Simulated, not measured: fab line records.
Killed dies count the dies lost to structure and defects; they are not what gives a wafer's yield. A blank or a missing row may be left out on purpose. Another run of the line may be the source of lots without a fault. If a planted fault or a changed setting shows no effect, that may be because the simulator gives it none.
Split-lot study :: flow n5-finfet :: 21 wafers read across 7 lots, on a route 1938 steps long

THE SPLIT
At N5_BEOL_M10_ETCH_62 (etches SOC in N2/H2, target depth 110 nm, overetch 22 nm, time 165 s), the setting time-s was moved away from the recipe's 165 s on 5 of the 21 wafers read, by -9.0% to +21.0%. The other wafers ran this setting at the recipe's value.

The reading is taken at the split's own step.

THE READING
SiARC_of_BEOL_M10_COAT_60.thk-nm (the simulator's own value, which no gauge read), in nm, at N5_BEOL_M10_ETCH_62 (etches SOC in N2/H2, target depth 110 nm, overetch 22 nm, time 165 s). The file gives no usual value for it. Across the 16 wafers here that went through the recipe, the average is 23.5 nm and the standard deviation 0.17 nm.

wafer: L076.3
tool, chamber at the split: rie-diel-04, 0
time-s as run, s: 165
against the recipe: recipe
SiARC_of_BEOL_M10_COAT_60.thk-nm, nm: 23.2
against lot-mates on the recipe: -

wafer: L076.4
tool, chamber at the split: rie-diel-04, 0
time-s as run, s: 165
against the recipe: recipe
SiARC_of_BEOL_M10_COAT_60.thk-nm, nm: 23.4
against lot-mates on the recipe: -

wafer: L076.5
tool, chamber at the split: rie-diel-04, 3
time-s as run, s: 165
against the recipe: recipe
SiARC_of_BEOL_M10_COAT_60.thk-nm, nm: 23.6
against lot-mates on the recipe: -

wafer: L077.1
tool, chamber at the split: rie-diel-04, 3
time-s as run, s: 165
against the recipe: recipe
SiARC_of_BEOL_M10_COAT_60.thk-nm, nm: 23.8
against lot-mates on the recipe: -

wafer: L077.3
tool, chamber at the split: rie-diel-04, 0,1
time-s as run, s: 165
against the recipe: recipe
SiARC_of_BEOL_M10_COAT_60.thk-nm, nm: 23.4
against lot-mates on the recipe: -

wafer: L077.4
tool, chamber at the split: rie-diel-04, 0,1
time-s as run, s: 165
against the recipe: recipe
SiARC_of_BEOL_M10_COAT_60.thk-nm, nm: 23.4
against lot-mates on the recipe: -

wafer: L078.1
tool, chamber at the split: rie-diel-02, 0
time-s as run, s: 165
against the recipe: recipe
SiARC_of_BEOL_M10_COAT_60.thk-nm, nm: 23.4
against lot-mates on the recipe: -

wafer: L078.4
tool, chamber at the split: rie-diel-02, 2
time-s as run, s: 165
against the recipe: recipe
SiARC_of_BEOL_M10_COAT_60.thk-nm, nm: 23.8
against lot-mates on the recipe: -

wafer: L078.6
tool, chamber at the split: rie-diel-02, 2
time-s as run, s: 150.1
against the recipe: -9.0%
SiARC_of_BEOL_M10_COAT_60.thk-nm, nm: 24.4
against lot-mates on the recipe: +0.8

wafer: L079.1
tool, chamber at the split: rie-diel-02, 1
time-s as run, s: 165
against the recipe: recipe
SiARC_of_BEOL_M10_COAT_60.thk-nm, nm: 23.6
against lot-mates on the recipe: -

wafer: L079.2
tool, chamber at the split: rie-diel-02, 2
time-s as run, s: 165
against the recipe: recipe
SiARC_of_BEOL_M10_COAT_60.thk-nm, nm: 23.8
against lot-mates on the recipe: -

wafer: L079.3
tool, chamber at the split: rie-diel-02, 0
time-s as run, s: 165
against the recipe: recipe
SiARC_of_BEOL_M10_COAT_60.thk-nm, nm: 23.4
against lot-mates on the recipe: -

wafer: L083.3
tool, chamber at the split: rie-diel-02, 3
time-s as run, s: 199.6
against the recipe: +21.0%
SiARC_of_BEOL_M10_COAT_60.thk-nm, nm: 22
against lot-mates on the recipe: -1.6

wafer: L083.5
tool, chamber at the split: rie-diel-02, 1
time-s as run, s: 165
against the recipe: recipe
SiARC_of_BEOL_M10_COAT_60.thk-nm, nm: 23.6
against lot-mates on the recipe: -

wafer: L083.6
tool, chamber at the split: rie-diel-02, 0
time-s as run, s: 199.6
against the recipe: +21.0%
SiARC_of_BEOL_M10_COAT_60.thk-nm, nm: 22.2
against lot-mates on the recipe: -1.4

wafer: L085.1
tool, chamber at the split: rie-diel-05, 1
time-s as run, s: 165
against the recipe: recipe
SiARC_of_BEOL_M10_COAT_60.thk-nm, nm: 23.4
against lot-mates on the recipe: -

wafer: L085.3
tool, chamber at the split: rie-diel-05, 2
time-s as run, s: 153.7
against the recipe: -6.8%
SiARC_of_BEOL_M10_COAT_60.thk-nm, nm: 24
against lot-mates on the recipe: +0.6

wafer: L085.4
tool, chamber at the split: rie-diel-05, 0
time-s as run, s: 153.7
against the recipe: -6.8%
SiARC_of_BEOL_M10_COAT_60.thk-nm, nm: 23.8
against lot-mates on the recipe: +0.4

wafer: L092.2
tool, chamber at the split: rie-diel-04, 1,1,0
time-s as run, s: 165
against the recipe: recipe
SiARC_of_BEOL_M10_COAT_60.thk-nm, nm: 23.4
against lot-mates on the recipe: -

wafer: L092.4
tool, chamber at the split: rie-diel-04, 1,1,0
time-s as run, s: 165
against the recipe: recipe
SiARC_of_BEOL_M10_COAT_60.thk-nm, nm: 23.4
against lot-mates on the recipe: -

wafer: L092.5
tool, chamber at the split: rie-diel-04, 1,1,0
time-s as run, s: 165
against the recipe: recipe
SiARC_of_BEOL_M10_COAT_60.thk-nm, nm: 23.4
against lot-mates on the recipe: -
Where a row lists several chambers, the file gives one row for several wafers and doesn't say which wafer went through which chamber.

FIT RESULTS
A straight line over all 21 wafers: SiARC_of_BEOL_M10_COAT_60.thk-nm changes by -0.0688 nm for each +1% of time-s; r = -0.94; the points scatter about the line by 0.18 nm.
The same after taking each lot's own level away (the mean of its wafers on the recipe; 21 wafers): -0.0732 nm for each +1%; r = -0.97; scatter 0.15 nm.
The reading moves by 1.5 nm for the largest change in time-s, on that fit.
From 23.40 to 23.60 nm: that is the span of the lots' own levels, equal to 1.2 times the standard deviation above.
The two slopes are in agreement: the lot-to-lot level therefore moves the slope only a little.
Check: for one of the wafers moved furthest among these (+21.0%), held out of the fit, the line's prediction against its lot-mates is -1.47 nm. It came out at -1.6 nm against them.

ADDITIONAL SPLITS CARRIED BY THESE WAFERS
Before the reading, these wafers also passed through other splits. Each is held against what the fit with the lots' levels taken away leaves over:
other split on the same wafers: N5_BEOL_M7_DESCUM_33 time-s
wafers away from the commonest value: 6
r with SiARC_of_BEOL_M10_COAT_60.thk-nm (lot level and that fit taken away): +0.00

other split on the same wafers: N5_BEOL_M7_VIA_ETCH_34 source-w
wafers away from the commonest value: 9
r with SiARC_of_BEOL_M10_COAT_60.thk-nm (lot level and that fit taken away): +0.08

other split on the same wafers: N5_BEOL_M7_TRENCH_ETCH_37 source-w
wafers away from the commonest value: 9
r with SiARC_of_BEOL_M10_COAT_60.thk-nm (lot level and that fit taken away): -0.28

other split on the same wafers: N5_BEOL_M9_COAT_60 spin-rpm
wafers away from the commonest value: 7
r with SiARC_of_BEOL_M10_COAT_60.thk-nm (lot level and that fit taken away): -0.16

other split on the same wafers: N5_BEOL_M9_DEP_56 time-s
wafers away from the commonest value: 8
r with SiARC_of_BEOL_M10_COAT_60.thk-nm (lot level and that fit taken away): -0.05

other split on the same wafers: N5_BEOL_M10_ILD_DEP_00 time-s
wafers away from the commonest value: 11
r with SiARC_of_BEOL_M10_COAT_60.thk-nm (lot level and that fit taken away): +0.16

THE FILE'S OWN FIT
SiARC_of_BEOL_M10_COAT_60.thk-nm changes by -0.0741 nm for each +1% of time-s, r = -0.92.
